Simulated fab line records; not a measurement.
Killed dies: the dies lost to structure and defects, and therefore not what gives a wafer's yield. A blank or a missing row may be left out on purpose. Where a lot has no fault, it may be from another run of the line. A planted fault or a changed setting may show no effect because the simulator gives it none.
fab line records	flow nand-harc
record: lots: 5	wafers: 15	last-day: 33
route steps=1302 shown A_CONTACT@1031 END@1302
lots untouched by any fault: they come from a run of this same line in which no faults occurred
start-h: the number of hours between the record's first day and the start of the first shown wafer of the lot	wait-h: time in hours since the lot's previous step	" unchanged from the row above	L1.1+2: one row covering several wafers at once	- no value, or no start was given	* or withheld: withheld	< > ~ a bound
route shown NAME@n: names a module that has steps shown in the file, with the first one's number in the route	usual: mean and standard deviation over wafers with no fault	same: alike in all rows	chamber/n: place in a boat	sites: the reading at each site	_std_site: the standard deviation of these	_edge_site: outer sites' mean less inner sites'	radius-mm: how far each site lies from the wafer's centre	mask NAME#n: copy n	behind: the last tool/chamber to shape the wafer	hold: the reason the lot was held/the length of the hold in hours/how it ended	device: the n, p or np transistor that did not switch	end of line: tests of these same wafers at the route's end	a step with no rows: only its recipe	killed: dies that structure and defects cost at the first sort, which is not the same as the wafer's yield	map: per-die view of a wafer (x killed, . not killed, _ where there is no die)
set.NAME: the setting the step ran with; set.NAME@STEP: the setting that earlier step ran with	model.NAME: the simulator's own value behind a step, which no gauge read
lots seen at some steps along the route; tables by step, rows by wafer
services: a tool's chamber out of use, with start hour (start-h, from the record's first day; less than 0 if before it), hours out, and reason
== steps ==
step: NHARC_A_CONTACT_COAT_61
recipe: temp-c: 260	time-s: 75
step: NHARC_A_CONTACT_COAT_62
recipe: temp-c: 225	time-s: 65
step: NHARC_A_CONTACT_COAT_63
recipe: spin-rpm: 1500	resist-thk-nm: 90
step: NHARC_A_CONTACT_SOFTBAKE_64
recipe: temp-c: 105	time-s: 55
step: NHARC_A_CONTACT_EBR_65
step: NHARC_A_CONTACT_EXPOSE_66
recipe: na: 1.35	sigma-outer: 0.8	dose-mj: 59.02	mask-id: A_CC_2
step: NHARC_A_CONTACT_PEB_67
recipe: peb-temp-c: 100	peb-time-s: 65
step: NHARC_A_CONTACT_DEVELOP_68
recipe: develop-time-s: 35	dev-temp-c: 23
step: NHARC_A_CONTACT_CD_MEAS_69
recipe: target-cd-nm: 300	landing-energy-ev: 500
usual: cd-nm: 299.8/0.59
same: landing-energy-ev: 500
lot.wafer	tool	chamber	start-h	wait-h	cd-nm
L740.1	cd-sem-02	0	538.85	-	299.4
L740.2	"	0	"	"	299.9
L740.6	"	0	"	"	298.8
L743.2	cd-sem-03	0	577.46	-	300.4
L743.4	"	0	"	"	300.4
L743.6	"	0	"	"	300.8
L752.1	cd-sem-02	0	655.15	-	300.5
L752.2	"	0	"	"	300.1
L752.5	"	0	"	"	300.2
L754.2	cd-sem-02	0	683.16	-	299.9
L754.4	"	0	"	"	299.1
L754.6	"	0	"	"	299.6
L759.1	cd-sem-01	0	727.12	-	300.4
L759.4	"	0	"	"	299.1
L759.6	"	0	"	"	300.0
step: NHARC_A_CONTACT_OVL_MEAS_70
usual: overlay-x-nm: 0.0/0.62	overlay-y-nm: -0.1/0.74
lot.wafer	tool	chamber	start-h	wait-h	overlay-x-nm	overlay-y-nm
L740.1	overlay-01	-	538.94	-	-0.5	-0.4
L740.2	"	-	"	"	0.2	-0.2
L740.6	"	-	"	"	-0.5	0.1
L743.2	overlay-02	-	577.54	-	0.1	-0.1
L743.4	"	-	"	"	-0.3	-0.3
L743.6	"	-	"	"	0.1	-0.1
L752.1	overlay-01	-	655.24	-	-0.1	-0.6
L752.2	"	-	"	"	-0.5	-0.3
L752.5	"	-	"	"	-0.3	-0.2
L754.2	overlay-02	-	683.25	-	0.1	0.5
L754.4	"	-	"	"	-0.1	0.4
L754.6	"	-	"	"	0.0	0.3
L759.1	overlay-01	-	727.21	-	0.1	-0.7
L759.4	"	-	"	"	0.3	-1.5
L759.6	"	-	"	"	-0.1	-0.3
step: NHARC_A_CONTACT_INSPECT_71
usual: raw-defect-count: 82/41
lot.wafer	tool	chamber	start-h	wait-h	raw-defect-count
L740.1	defect-inspect-02	-	538.97	0.0	59
L740.2	"	-	"	"	66
L740.6	"	-	"	"	75
L743.2	defect-inspect-01	-	577.58	0.0	110
L743.4	"	-	"	"	104
L743.6	"	-	"	"	111
L752.1	defect-inspect-02	-	655.28	0.0	99
L752.2	"	-	"	"	87
L752.5	"	-	"	"	106
L754.2	defect-inspect-01	-	683.28	0.0	105
L754.4	"	-	"	"	102
L754.6	"	-	"	"	108
L759.1	defect-inspect-02	-	727.24	0.0	128
L759.4	"	-	"	"	134
L759.6	"	-	"	"	132
step: NHARC_A_CONTACT_DESCUM_74
recipe: time-s: 3	o2-flow-sccm: 200	ar-flow-sccm: 0	bias-power-w: 0	chemistry: O2
usual: drypump-motor-current-A: 5.79/0.29	oes-product-au: 1.000/0.012	rf-vpp-V: 57.5/0.84	showerhead-plenum-p-Torr: 1.85/0.07	throttle-valve-pct: 11.311/0.0096
same: time-s: 3
lot.wafer	tool	chamber	start-h	wait-h	drypump-motor-current-A	oes-product-au	rf-hours-counter-h	rf-vpp-V	showerhead-plenum-p-Torr	throttle-valve-pct
L740.1	rie-diel-07	0	539.16	0.2	5.16	0.998	18	58.5	1.88	11.301
L740.2	"	3	"	"	5.85	1.003	19	58.8	1.97	11.306
L740.6	"	1	"	"	6.07	0.992	-	59.1	1.89	11.307
L743.2	rie-diel-10	1	577.64	0.1	5.63	1.023	24	57.8	1.97	11.303
L743.4	"	3	"	"	5.79	1.027	24	57.3	1.82	11.309
L743.6	"	2	"	"	5.88	1.009	-	57.1	1.77	11.314
L752.2	rie-diel-10	3	655.34	0.1	5.83	0.982	10	56.4	1.81	11.310
L752.1	"	0	"	"	5.64	0.990	10	57.6	1.80	11.304
L752.5	"	3	"	"	5.81	0.997	-	57.7	1.81	11.291
L754.2	rie-diel-10	3	683.35	0.1	5.83	0.997	15	56.1	1.81	11.323
L754.4	"	0	"	"	5.57	0.993	14	57.5	1.80	11.313
L754.6	"	3	"	"	5.82	0.993	-	58.1	1.81	11.307
L759.1	rie-diel-01	3	727.31	0.1	6.42	1.006	57	57.3	1.89	11.309
L759.4	"	1	"	"	6.49	1.022	51	57.5	1.83	11.307
L759.6	"	2	"	"	5.99	1.003	-	56.1	1.82	11.304
step: NHARC_A_CONTACT_ETCH_75
recipe: target-depth-a: 390	over-etch-frac: 0.3	time-s: 65	ion-energy-ev: 80	cf4-flow-sccm: 150	ar-flow-sccm: 0	rf-w: 300	bias-w: 100	chemistry: CF4
usual: bias-w: 99.97/0.29	drypump-motor-current-A: 5.78/0.29	oes-product-au: 0.999/0.012	rf-vpp-V: 150.6/1.1	run-length-s: 86.2/0.4	showerhead-plenum-p-Torr: 1.72/0.061	throttle-valve-pct: 13.283/0.0087
lot.wafer	tool	chamber	start-h	wait-h	bias-w	drypump-motor-current-A	oes-product-au	rf-hours-counter-h	rf-vpp-V	run-length-s	showerhead-plenum-p-Torr	throttle-valve-pct
L740.1	rie-diel-07	3	539.25	0.1	100.13	5.85	1.012	19	152.3	86.1	1.82	13.285
L740.2	"	0	"	"	100.04	5.13	0.991	18	150.4	85.7	1.74	13.277
L740.6	"	2	"	"	100.60	5.66	1.011	-	149.4	86.6	1.66	13.286
L743.4	rie-diel-10	1	577.73	0.1	100.29	5.65	1.011	24	152.6	85.4	1.82	13.278
L743.2	"	3	"	"	99.77	5.82	1.016	24	150.3	85.6	1.69	13.269
L743.6	"	0	"	"	100.58	5.59	1.016	-	148.8	86.4	1.67	13.284
L752.2	rie-diel-10	1	655.43	0.1	100.35	5.64	0.987	9	150.9	85.4	1.81	13.287
L752.1	"	3	"	"	99.64	5.82	0.997	10	150.0	86.2	1.68	13.261
L752.5	"	1	"	"	99.93	5.66	0.990	-	152.0	85.4	1.81	13.293
L754.4	rie-diel-10	3	683.44	0.1	-	5.79	1.003	15	151.1	71.5	1.68	13.276
L754.2	"	0	"	"	-	5.63	0.985	14	149.8	72.3	1.67	13.279
L754.6	"	1	"	"	-	5.61	0.996	-	151.7	71.2	1.81	13.283
L759.1	rie-diel-01	1	727.40	0.1	99.63	6.48	1.008	51	150.3	86.2	1.70	13.280
L759.4	"	2	"	"	99.87	5.97	1.012	44	151.0	86.4	1.69	13.291
L759.6	"	0	"	"	99.40	5.66	0.984	-	149.8	86.7	1.74	13.282
step: NHARC_A_CONTACT_ETCH_76
recipe: target-depth-a: 2600	over-etch-frac: 0.3	time-s: 475.3	ion-energy-ev: 200	n2-flow-sccm: 150	h2-flow-sccm: 150	ar-flow-sccm: 0	rf-w: 400	bias-w: 150	chemistry: N2/H2
usual: bias-w: 149.9/0.47	drypump-motor-current-A: 5.8/0.3	h2-flow-sccm: 150.0/0.43	oes-product-au: 0.998/0.011	rf-vpp-V: 428.7/2.4	run-length-s: 496.5/0.41	showerhead-plenum-p-Torr: 1.98/0.078	throttle-valve-pct: 14.171/0.0093
same: time-s: 475.3
lot.wafer	tool	chamber	start-h	wait-h	bias-w	drypump-motor-current-A	h2-flow-sccm	oes-product-au	rf-hours-counter-h	rf-vpp-V	run-length-s	showerhead-plenum-p-Torr	throttle-valve-pct
L740.1	rie-diel-07	2	-	-	149.7	5.7	149.6	1.002	20	426.8	496.6	1.90	14.176
L740.2	"	3	"	"	149.2	5.9	149.9	1.001	19	432.1	496.9	2.10	14.168
L740.6	"	1	"	"	149.4	6.0	149.6	0.996	-	430.8	496.3	2.01	14.185
L743.2	rie-diel-10	3	-	-	150.2	5.8	150.0	1.019	24	429.0	496.0	1.93	14.170
L743.4	"	2	"	"	150.0	5.9	150.2	1.009	25	426.8	497.4	1.88	14.179
L743.6	"	3	"	"	150.3	5.8	149.4	1.017	-	427.3	496.7	1.93	14.150
L752.1	rie-diel-10	3	-	-	150.1	5.8	150.3	0.979	10	427.2	495.9	1.93	14.175
L752.2	"	2	"	"	150.2	5.9	150.2	0.996	9	426.0	496.8	1.88	14.173
L752.5	"	0	"	"	149.7	5.6	150.0	0.998	-	427.2	496.5	1.92	14.172
L754.2	rie-diel-10	0	-	-	150.4	5.6	150.5	0.993	14	426.6	496.7	1.91	14.172
L754.4	"	2	"	"	150.2	5.9	150.4	0.982	14	426.0	497.2	1.88	14.169
L754.6	"	0	"	"	150.4	5.6	150.0	0.986	-	427.2	496.6	1.91	14.186
L759.4	rie-diel-01	2	-	-	148.8	6.0	150.4	1.003	44	428.4	496.5	1.94	14.177
L759.1	"	1	"	"	149.9	6.5	149.7	1.007	51	429.1	496.3	1.95	14.186
L759.6	"	3	"	"	150.2	6.5	150.0	1.009	-	429.4	496.3	2.01	14.165
step: NHARC_END_SORT_01
recipe: temp-c: 25
usual: killed-at-array: 54/21	killed-at-other: 1.0/1.2	killed-at-periphery: 3.6/2.6	killed-dies: 58/20	killed-open: 3.3/1.9	killed-short: 2.6/1.5
same: gross-dies: 677
lot.wafer	tool	chamber	start-h	wait-h	killed-at-array	killed-at-other	killed-at-periphery	killed-dies	killed-open	killed-short
L752.2	prober-02	0	715.04	2.8	59	1	3	63	5	2
killed by level:class
L752.2 A_CHANNEL_HOLE_D1:chamber-film-flake=27 A_CHANNEL_HOLE_D2:chamber-film-flake=11 A_CONTACT:chamber-film-flake=6 A_ONON_D2:geometric-particle:open=3 A_DECK1_JOINT:chamber-film-flake=2 A_BLC:chamber-film-flake=2 A_STAIRCASE:chamber-film-flake=2 A_DECK1_JOINT:geometric-particle:open=1
== services ==
tool	chamber	start-h	hours	kind
rie-diel-10	0	526.96	-	clean
rie-diel-10	1	526.96	-	clean
rie-diel-10	2	526.96	-	clean
rie-diel-10	3	526.96	-	clean
rie-diel-10	-	542.03	2.6	repair
rie-diel-10	0	551.54	-	clean
rie-diel-10	1	551.54	-	clean
rie-diel-10	2	551.54	-	clean
rie-diel-10	3	551.54	-	clean
rie-diel-01	-	562.26	9.0	pm
rie-diel-10	0	576.04	-	clean
rie-diel-10	1	576.04	-	clean
rie-diel-10	2	576.04	-	clean
rie-diel-10	3	576.04	-	clean
rie-diel-10	-	596.96	9.0	pm
rie-diel-10	0	596.96	9.0	vent-cycle
rie-diel-10	1	596.96	9.0	vent-cycle
rie-diel-10	2	596.96	9.0	vent-cycle
rie-diel-10	3	596.96	9.0	vent-cycle
rie-diel-01	2	619.29	19.1	repair
rie-diel-07	-	649.89	9.0	pm
rie-diel-01	-	693.68	0.3	repair
rie-diel-10	3	702.51	7.9	repair
rie-diel-10	0	709.55	4.3	repair
== key ==
first-sign: step: NHARC_A_CONTACT_ETCH_75	reading: run-length-s	direction: down	sigmas: 36	usual: *	struck: *
effect none on later readings
met-at NHARC_A_CONTACT_ETCH_75
struck-wafers L754.2,L754.4,L754.6
tester-left-out L754
onset-between 655.43 683.44
earlier-fault: kind: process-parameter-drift	tool: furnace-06	chamber: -	onset-h: 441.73	steps: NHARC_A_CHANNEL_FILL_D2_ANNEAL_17	channel: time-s	offset: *	shape: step	acts-in: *	stated: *
fault: kind: process-parameter-drift	tool: rie-diel-10	chamber: -	onset-h: 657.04	steps: NHARC_A_CONTACT_ETCH_75	channel: time-s	offset: *	shape: step	acts-in: *	stated: *
tester-left-out: of these lots the tester's yield and bins aren't shown, on N5 and GAA mostly nor the transistor test; their killed dies are dies lost to structure and defects alone, not to doping, threshold or leakage, so they don't give the yield
